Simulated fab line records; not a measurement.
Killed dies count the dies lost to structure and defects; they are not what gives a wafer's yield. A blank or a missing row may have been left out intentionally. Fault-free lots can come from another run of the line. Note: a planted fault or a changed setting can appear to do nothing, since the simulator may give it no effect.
Matching of chambers / flow n5_finfet / N5_BEOL_M2_VIA_ETCH_34 on rie_diel-03: 4 sister chambers
The step etches the open film in C4F6/O2, target depth 69.4 nm, time 65.9 s. 16 wafers are shown with their chamber, then 8 later ones without.

## WAFERS PAIRED WITH THEIR CHAMBERS
wafer=L078.1; chamber=2; showerhead_plenum_p_Torr (Torr)=2.98; drypump_motor_current_A (A)=5.7; oes_product_au (a.u.)=0.80
wafer=L078.4; chamber=3; showerhead_plenum_p_Torr (Torr)=2.71; drypump_motor_current_A (A)=5.1; oes_product_au (a.u.)=0.70
wafer=L078.5; chamber=3; showerhead_plenum_p_Torr (Torr)=2.71; drypump_motor_current_A (A)=5.1; oes_product_au (a.u.)=0.70
wafer=L081.1; chamber=2; showerhead_plenum_p_Torr (Torr)=2.97; drypump_motor_current_A (A)=5.7; oes_product_au (a.u.)=0.79
wafer=L081.2; chamber=3; showerhead_plenum_p_Torr (Torr)=2.70; drypump_motor_current_A (A)=5.1; oes_product_au (a.u.)=0.69
wafer=L081.5; chamber=2; showerhead_plenum_p_Torr (Torr)=2.97; drypump_motor_current_A (A)=5.6; oes_product_au (a.u.)=0.79
wafer=L084.1; chamber=2; showerhead_plenum_p_Torr (Torr)=2.97; drypump_motor_current_A (A)=5.6; oes_product_au (a.u.)=0.79
wafer=L084.4; chamber=1; showerhead_plenum_p_Torr (Torr)=3.01; drypump_motor_current_A (A)=5.8; oes_product_au (a.u.)=0.88
wafer=L084.5; chamber=0; showerhead_plenum_p_Torr (Torr)=2.92; drypump_motor_current_A (A)=6.0; oes_product_au (a.u.)=0.71
wafer=L087.3; chamber=2; showerhead_plenum_p_Torr (Torr)=2.97; drypump_motor_current_A (A)=5.6; oes_product_au (a.u.)=0.79
wafer=L087.5; chamber=0; showerhead_plenum_p_Torr (Torr)=2.92; drypump_motor_current_A (A)=6.0; oes_product_au (a.u.)=0.71
wafer=L087.6; chamber=1; showerhead_plenum_p_Torr (Torr)=3.01; drypump_motor_current_A (A)=5.8; oes_product_au (a.u.)=0.87
wafer=L082.2; chamber=0; showerhead_plenum_p_Torr (Torr)=2.92; drypump_motor_current_A (A)=6.0; oes_product_au (a.u.)=0.69
wafer=L082.4; chamber=3; showerhead_plenum_p_Torr (Torr)=2.70; drypump_motor_current_A (A)=5.1; oes_product_au (a.u.)=0.69
wafer=L082.5; chamber=3; showerhead_plenum_p_Torr (Torr)=2.70; drypump_motor_current_A (A)=5.1; oes_product_au (a.u.)=0.69
wafer=L093.1; chamber=2; showerhead_plenum_p_Torr (Torr)=2.96; drypump_motor_current_A (A)=5.6; oes_product_au (a.u.)=0.78

SIGNATURES, as means of the wafers listed above
reading=showerhead_plenum_p_Torr; chamber 0=2.9200; chamber 1=3.0100; chamber 2=2.9700; chamber 3=2.7040; scatter within a chamber=0.00516
reading=drypump_motor_current_A; chamber 0=6.000; chamber 1=5.800; chamber 2=5.633; chamber 3=5.100; scatter within a chamber=0.0333
reading=oes_product_au; chamber 0=0.7033; chamber 1=0.8750; chamber 2=0.7900; chamber 3=0.6940; scatter within a chamber=0.00728
Rule: distance of a wafer from a chamber = root of the sum over the readings of ((wafer's reading minus chamber's mean) / reading's scatter) squared. If the next closest chamber is less than 2 further off than the closest, the wafer can't be placed; otherwise it belongs to the closest. How the scatter is found: for the shown wafers, subtract from each reading the mean of its chamber, square and add these, divide the total by (wafers less chambers), then take the root.

## WAFERS WHOSE CHAMBER IS MISSING
wafer=L093.4; showerhead_plenum_p_Torr (Torr)=2.96; drypump_motor_current_A (A)=5.6; oes_product_au (a.u.)=0.78
wafer=L093.6; showerhead_plenum_p_Torr (Torr)=2.70; drypump_motor_current_A (A)=5.1; oes_product_au (a.u.)=0.69
wafer=L094.1; showerhead_plenum_p_Torr (Torr)=2.91; drypump_motor_current_A (A)=6.0; oes_product_au (a.u.)=1.01
wafer=L094.5; showerhead_plenum_p_Torr (Torr)=2.96; drypump_motor_current_A (A)=5.7; oes_product_au (a.u.)=0.76
wafer=L094.6; showerhead_plenum_p_Torr (Torr)=3.00; drypump_motor_current_A (A)=5.8; oes_product_au (a.u.)=0.84
wafer=L097.2; showerhead_plenum_p_Torr (Torr)=3.00; drypump_motor_current_A (A)=5.8; oes_product_au (a.u.)=0.82
wafer=L097.4; showerhead_plenum_p_Torr (Torr)=2.96; drypump_motor_current_A (A)=5.6; oes_product_au (a.u.)=0.76
wafer=L097.6; showerhead_plenum_p_Torr (Torr)=3.00; drypump_motor_current_A (A)=5.8; oes_product_au (a.u.)=0.82

## CHAMBER TAKEN BY EACH
wafer=L093.4; from the rows above=2; in truth=2
wafer=L093.6; from the rows above=3; in truth=3
wafer=L094.1; from the rows above=1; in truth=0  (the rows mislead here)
wafer=L094.5; from the rows above=2; in truth=2
wafer=L094.6; from the rows above=1; in truth=1
wafer=L097.2; from the rows above=can't be placed: 1 or 2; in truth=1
wafer=L097.4; from the rows above=2; in truth=2
wafer=L097.6; from the rows above=can't be placed: 1 or 2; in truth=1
Placed correctly: 5 of 8. Not placeable from these rows: 2 (in 2, the candidates include the true chamber). Number placed wrongly: 1.
